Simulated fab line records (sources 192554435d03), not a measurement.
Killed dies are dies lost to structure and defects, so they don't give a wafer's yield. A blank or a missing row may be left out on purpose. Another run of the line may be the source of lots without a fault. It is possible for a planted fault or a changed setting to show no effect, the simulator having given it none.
Chamber matching || flow n5-finfet || rie-diel-02 running N5_PMOS_HMC_CHANNEL_EPI_ETCH_32: 4 sister chambers
The step etches BARC in N2/H2, stops on SiO2, target depth 85.8 nm, time 50.3 s. 8 wafers are shown with their chamber, then 9 later ones without.

== EACH WAFER AND ITS CHAMBER ==
{"wafer": "L076.6", "chamber": 2, "showerhead-plenum-p-Torr (Torr)": 2.66, "throttle-valve-pct (%)": 17.92}
{"wafer": "L078.2", "chamber": 1, "showerhead-plenum-p-Torr (Torr)": 2.47, "throttle-valve-pct (%)": 18.18}
{"wafer": "L078.4", "chamber": 3, "showerhead-plenum-p-Torr (Torr)": 2.53, "throttle-valve-pct (%)": 17.73}
{"wafer": "L082.1", "chamber": 1, "showerhead-plenum-p-Torr (Torr)": 2.47, "throttle-valve-pct (%)": 18.19}
{"wafer": "L082.6", "chamber": 0, "showerhead-plenum-p-Torr (Torr)": 2.53, "throttle-valve-pct (%)": 18.00}
{"wafer": "L085.1", "chamber": 2, "showerhead-plenum-p-Torr (Torr)": 2.65, "throttle-valve-pct (%)": 17.95}
{"wafer": "L085.4", "chamber": 3, "showerhead-plenum-p-Torr (Torr)": 2.52, "throttle-valve-pct (%)": 17.76}
{"wafer": "L085.5", "chamber": 0, "showerhead-plenum-p-Torr (Torr)": 2.53, "throttle-valve-pct (%)": 18.01}

== WAFERS WITH NO CHAMBER GIVEN ==
{"wafer": "L086.2", "showerhead-plenum-p-Torr (Torr)": 2.52, "throttle-valve-pct (%)": 17.77}
{"wafer": "L086.4", "showerhead-plenum-p-Torr (Torr)": 2.53, "throttle-valve-pct (%)": 18.00}
{"wafer": "L086.6", "showerhead-plenum-p-Torr (Torr)": 2.47, "throttle-valve-pct (%)": 18.20}
{"wafer": "L093.4", "showerhead-plenum-p-Torr (Torr)": 2.52, "throttle-valve-pct (%)": 18.03}
{"wafer": "L093.5", "showerhead-plenum-p-Torr (Torr)": 2.46, "throttle-valve-pct (%)": 18.21}
{"wafer": "L093.6", "showerhead-plenum-p-Torr (Torr)": 2.52, "throttle-valve-pct (%)": 18.05}
{"wafer": "L097.1", "showerhead-plenum-p-Torr (Torr)": 2.52, "throttle-valve-pct (%)": 18.06}
{"wafer": "L097.3", "showerhead-plenum-p-Torr (Torr)": 2.64, "throttle-valve-pct (%)": 17.98}
{"wafer": "L097.5", "showerhead-plenum-p-Torr (Torr)": 2.64, "throttle-valve-pct (%)": 17.97}

== WHICH CHAMBER EACH ONE RAN IN ==
{"wafer": "L086.2", "from the rows above": 3, "in truth": 3}
{"wafer": "L086.4", "from the rows above": 0, "in truth": 0}
{"wafer": "L086.6", "from the rows above": 1, "in truth": 1}
{"wafer": "L093.4", "from the rows above": 0, "in truth": 0}
{"wafer": "L093.5", "from the rows above": 1, "in truth": 1}
{"wafer": "L093.6", "from the rows above": 0, "in truth": 0}
{"wafer": "L097.1", "from the rows above": 0, "in truth": 0}
{"wafer": "L097.3", "from the rows above": 2, "in truth": 2}
{"wafer": "L097.5", "from the rows above": 2, "in truth": 2}
9 of 9 placed correctly. Number that these rows cannot place: 0. Number placed wrongly: 0.
How it was worked out, from the rows above alone: a wafer's distance from a chamber is the root of the sum, over the readings, of the square of ((its reading less the chamber's mean) divided by the reading's scatter). The wafer belongs to the nearest chamber; if the next one is less than 2 further off, it can't be placed. Each chamber's mean is taken over the wafers shown for it. The scatter: take each reading less its chamber's mean, square it, sum over the shown wafers, divide by the number of wafers less the number of chambers, and take the root.
